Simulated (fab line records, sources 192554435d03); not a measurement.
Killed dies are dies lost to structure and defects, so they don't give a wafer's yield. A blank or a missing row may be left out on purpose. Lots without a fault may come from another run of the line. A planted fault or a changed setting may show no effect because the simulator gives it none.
Chamber matching | flow n5_finfet | N5_ZERO_LAYER_PECVD_02 on pecvd-03: 3 sister chambers
The step deposits SiO2 from SiH4/N2O, target thk 10 nm, time 6 s. 6 wafers are shown with their chamber, then 9 later ones without.

WAFERS WITH THEIR CHAMBER
wafer  | chamber | showerhead_plenum_p_Torr (Torr) | heater_power_w (W)
L080.4 | 1       | 7.99                            | 690
L084.5 | 1       | 7.99                            | 596
L085.6 | 2       | 8.15                            | 631
L086.1 | 0       | 8.34                            | 802
L086.2 | 2       | 8.19                            | 661
L086.4 | 0       | 8.35                            | 779

WAFERS WITHOUT THEIR CHAMBER
wafer  | showerhead_plenum_p_Torr (Torr) | heater_power_w (W)
L088.2 | 7.98                            | 654
L088.5 | 7.99                            | 665
L088.6 | 8.19                            | 673
L089.3 | 8.35                            | 808
L089.4 | 8.35                            | 843
L089.5 | 8.18                            | 585
L097.4 | 8.17                            | 677
L097.5 | 8.36                            | 702
L097.6 | 7.99                            | 732

WHICH CHAMBER EACH WENT THROUGH
wafer  | from the rows above | in truth
L088.2 | 1                   | 1
L088.5 | 1                   | 1
L088.6 | 2                   | 2
L089.3 | 0                   | 0
L089.4 | 0                   | 0
L089.5 | 2                   | 2
L097.4 | 2                   | 2
L097.5 | 0                   | 0
L097.6 | 1                   | 1
Placed correctly: 9 of 9. Can't be placed from these rows: 0. Placed wrongly: 0.
How it was worked out, from the rows above alone: a wafer's distance from a chamber is the root of the sum, over the readings, of the square of ((its reading less the chamber's mean) divided by the reading's scatter). The wafer belongs to the nearest chamber; if the next one is less than 2 further off, it can't be placed. A chamber's mean is the mean of its shown wafers. The scatter: the root of (the sum of the squares of (reading less its chamber's mean) over the shown wafers, divided by (wafers less chambers)).
